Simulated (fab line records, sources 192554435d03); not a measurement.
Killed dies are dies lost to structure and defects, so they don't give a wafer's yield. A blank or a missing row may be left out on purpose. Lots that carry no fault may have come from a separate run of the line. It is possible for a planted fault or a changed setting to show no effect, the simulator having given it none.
Comparing a struck lot with a sound one    flow n5-finfet    38 steps out of a route of 1938
Sound: the wafers L191.1, L191.4, L191.5. Wafers struck: L199.1, L199.4, L199.6. The cause is named last.
Per side, at each step with rows, come the tool, then ch with its chambers, and then its first start. Under that, the readings that differ: sound wafers    struck wafers    difference of the means    sigmas: that difference in standard deviations of wafers without a fault.
alike: readings whose means differ by less than 2 such deviations, and words and numbers that are the same on both sides. not compared: withheld readings, readings that some wafer has no value for, bounds like >300 that may hide the same value, and numbers for which the record gives no deviation and whose values overlap.
Wherever a step has rows on one side only, a row that says differs or no value, or a row with sigmas, the two part there. When numbers do not overlap yet have no deviation, they are printed without sigmas and do not part them. Lack of a reading on every wafer of one side parts them only where that side has two or more wafers.

first, 9 steps without rows for these wafers: N5_BEOL_M4_ANNEAL_95 (time 240 s); N5_BEOL_M4_SPUTTER_96 (material Cu, target thk 4.5 nm, time 8.29 s); N5_BEOL_M4_ECD_50 (material Cu, target thk 300 nm); N5_BEOL_M4_ANNEAL_51 (time 90 s); N5_BEOL_M4_CMP_52 (polishes, stops on SiOC, t overpolish 6.8 s, target thk 40 nm); N5_BEOL_M4_PRE_CLEAN_60 (time 15 s); N5_BEOL_M4_CO_CAP_55 (material Co, precursor CCTBA/H2, target thk 2 nm, time 102.1 s); N5_BEOL_M4_PRE_CLEAN_56 (time 15 s); N5_BEOL_M4_DEP_57 (deposits SiCN from 3MS/NH3, target thk 8 nm, time 14 s).
N5_BEOL_M4_RC_MEAS_101:
  sound on prober-01 ch 0, day 10 04:43; struck on prober-02 ch 0, day 12 06:26
  alike: DIBL_N, DIBL_P, IOFF_N, IOFF_P, ION_N, ION_P, SS_N, SS_P, VT_N, VT_P
then, 24 steps without rows for these wafers: N5_BEOL_M5_ILD_DEP_00 (deposits SiCOH lowk from DEMS/porogen, target thk 140.64 nm, time 25.9 s); N5_BEOL_M5_CURE_79 (cures SiCOH lowk, time 240 s); N5_BEOL_M5_PECVD_70 (deposits SiO2 from TEOS/O2, target thk 16 nm, time 18 s); N5_BEOL_M5_HM_DEP_02 (deposits TiN, target thk 20 nm); N5_BEOL_M5_COAT_59 (time 60 s, resist thk 60 nm); N5_BEOL_M5_COAT_60 (time 60 s, resist thk 12 nm); N5_BEOL_M5_COAT_71 (time 60 s, resist thk 5 nm); N5_BEOL_M5_COAT_05 (resist thk 30 nm); N5_BEOL_M5_EBR_07; N5_BEOL_M5_SOFTBAKE_06 (time 60 s); N5_BEOL_M5_EXPOSE_08 (exposes mask M5, target cd 28 nm); N5_BEOL_M5_PEB_09 (peb time 60 s); N5_BEOL_M5_DEVELOP_10 (develop time 30 s); N5_BEOL_M5_DESCUM_16 (chemistry O2, time 7 s); N5_BEOL_M5_ETCH_72 (etches underlayer in N2/H2, target depth 6.5 nm, time 5.2 s); N5_BEOL_M5_ETCH_61 (etches SiARC in CF4, target depth 15.6 nm, time 26 s); N5_BEOL_M5_ETCH_62 (etches SOC in N2/H2, target depth 75 nm, overetch 15 nm, time 112.5 s); N5_BEOL_M5_STRIP_63 (strips in N2/H2); N5_BEOL_M5_STRIP_73 (strips in N2/H2); N5_BEOL_M5_STRIP_64 (strips in CF4); N5_BEOL_M5_HM_OPEN_17 (chemistry Cl2/BCl3, target TiN, target depth 20 nm, overetch 6 nm); N5_BEOL_M5_STRIP_19 (strips in O2); N5_BEOL_M5_COAT_65 (time 60 s, resist thk 60 nm); N5_BEOL_M5_COAT_66 (time 60 s, resist thk 12 nm).
N5_BEOL_M8_TRENCH_ETCH_37: etches SiCOH lowk in C4F6/O2, target depth 93.478 nm, time 31.2 s.
  sound on rie-diel-05 ch 2,3, day 11 17:56; struck on rie-diel-05 ch 0,1,3, day 13 16:59
  no value came back on the struck wafers for any of 7 readings (C4F6_flow_sccm (sccm), O2_flow_sccm (sccm) and others); on the sound wafers C4F6_flow_sccm (sccm) reads 9.960 10.000 9.989
reading                                     sound           struck        difference  sigmas
model.TiN_of_BEOL_M8_HM_DEP_02.thk-nm (nm)  17.4 17.4 17.4  20.2 20 19.8  +2.6        
  not compared: rf-hours-counter-h
N5_BEOL_M8_OCD_MEAS_38:
  sound: ocd-02 at day 11 18:05; struck: ocd-01 at day 13 17:09
reading               sound           struck     difference  sigmas
trench-depth-nm (nm)  93.0 92.2 94.9  0 0.2 0.3  -93         -72
N5_BEOL_M8_CMP_52: polishes, stops on SiCOH lowk, t overpolish 6.9 s, target thk 80 nm.
  sound on cmp-01 ch 0,2,3, day 11 22:02; struck on cmp-01 ch 0,3, day 13 20:11
reading                                 sound         struck       difference  sigmas
model.Cu_of_BEOL_M8_ECD_50.thk-nm (nm)  79.8 79 81.8  0.2 0.2 0.2  -80.0       
  alike: motor-current-A
-- here the record skips 3 days between the struck wafers' starts before and after, leaving off in module BEOL_M8 and picking up in module PASSIVATION (first step shown: number 1936 of the route) --
N5_PASSIVATION_PROBE_49:
  rows exist in the record for the struck wafers here (prober-01, day 16 14:28), but not for the sound ones

== WHERE THEY PART ==
Earliest at N5_BEOL_M8_TRENCH_ETCH_37; latest, in this record, at N5_PASSIVATION_PROBE_49.

WHY: what had been put in by the simulator
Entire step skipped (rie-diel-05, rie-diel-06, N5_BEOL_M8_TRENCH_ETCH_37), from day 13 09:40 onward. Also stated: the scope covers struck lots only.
